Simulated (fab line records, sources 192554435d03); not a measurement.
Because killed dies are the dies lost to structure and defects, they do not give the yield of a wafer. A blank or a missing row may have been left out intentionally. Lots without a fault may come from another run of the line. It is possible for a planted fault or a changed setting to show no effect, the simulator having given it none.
Matching of chambers + flow n5 finfet + N5_ZERO_LAYER_PECVD_02 on pecvd-02: 3 sister chambers
The step deposits SiO2 from SiH4/N2O, target thk 10 nm, time 6 s. 27 wafers are shown with their chamber, then 12 later ones without.

== WAFERS PAIRED WITH THEIR CHAMBERS ==
| wafer  | chamber | showerhead plenum p Torr (Torr) | heater power w (W) |
|--------|---------|---------------------------------|--------------------|
| L076.1 | 2       | 7.94                            | 916                |
| L076.4 | 1       | 8.17                            | 863                |
| L076.5 | 0       | 8.09                            | 795                |
| L078.1 | 2       | 7.99                            | 851                |
| L078.2 | 1       | 8.19                            | 798                |
| L078.3 | 2       | 7.96                            | 886                |
| L079.2 | 1       | 8.20                            | 924                |
| L079.4 | 1       | 8.16                            | 930                |
| L079.6 | 2       | 7.95                            | 845                |
| L081.2 | 0       | 8.04                            | 804                |
| L081.3 | 2       | 7.97                            | 852                |
| L081.5 | 1       | 8.19                            | 794                |
| L082.4 | 1       | 8.17                            | 861                |
| L082.5 | 2       | 7.96                            | 908                |
| L082.6 | 0       | 8.07                            | 767                |
| L083.2 | 2       | 7.97                            | 869                |
| L083.3 | 1       | 8.18                            | 822                |
| L083.5 | 2       | 7.99                            | 868                |
| L085.2 | 2       | 7.96                            | 896                |
| L085.3 | 0       | 8.07                            | 767                |
| L085.6 | 2       | 7.97                            | 879                |
| L088.2 | 2       | 7.94                            | 857                |
| L088.5 | 1       | 8.19                            | 904                |
| L088.6 | 2       | 7.96                            | 860                |
| L089.2 | 2       | 7.97                            | 886                |
| L089.4 | 1       | 8.17                            | 821                |
| L089.5 | 1       | 8.19                            | 809                |

SIGNATURES (means of the wafers above)
| reading                  | chamber 0 | chamber 1 | chamber 2 | scatter within a chamber |
|--------------------------|-----------|-----------|-----------|--------------------------|
| showerhead plenum p Torr | 8.0675    | 8.1810    | 7.9638    | 0.0154                   |
| heater power w           | 783.25    | 852.60    | 874.85    | 36.2                     |
Rule: a wafer lies at a distance from a chamber equal to the root of the sum of squares, over the readings, of (its reading less the chamber's mean, divided by the reading's scatter). If the next closest chamber is less than 2 further off than the closest, the wafer can't be placed; otherwise it belongs to the closest. How the scatter is found: for the shown wafers, subtract from each reading the mean of its chamber, square and add these, divide the total by (wafers less chambers), then take the root.

== WAFERS WITH NO CHAMBER GIVEN ==
| wafer  | showerhead plenum p Torr (Torr) | heater power w (W) |
|--------|---------------------------------|--------------------|
| L091.3 | 8.19                            | 872                |
| L091.4 | 7.96                            | 761                |
| L091.6 | 8.20                            | 909                |
| L093.1 | 7.97                            | 898                |
| L093.2 | 8.06                            | 828                |
| L093.4 | 7.97                            | 921                |
| L095.1 | 8.06                            | 870                |
| L095.4 | 8.06                            | 856                |
| L095.5 | 8.18                            | 906                |
| L096.3 | 7.98                            | 869                |
| L096.5 | 8.09                            | 875                |
| L096.6 | 7.97                            | 895                |

== WHICH CHAMBER EACH WENT THROUGH ==
| wafer  | from the rows above | in truth |
|--------|---------------------|----------|
| L091.3 | 1                   | 1        |
| L091.4 | 2                   | 2        |
| L091.6 | 1                   | 1        |
| L093.1 | 2                   | 2        |
| L093.2 | 0                   | 0        |
| L093.4 | 2                   | 2        |
| L095.1 | 0                   | 0        |
| L095.4 | 0                   | 0        |
| L095.5 | 1                   | 1        |
| L096.3 | 2                   | 2        |
| L096.5 | 0                   | 0        |
| L096.6 | 2                   | 2        |
Correctly placed: 12 of 12. From these rows, 0 cannot be placed. Wrongly placed: 0.
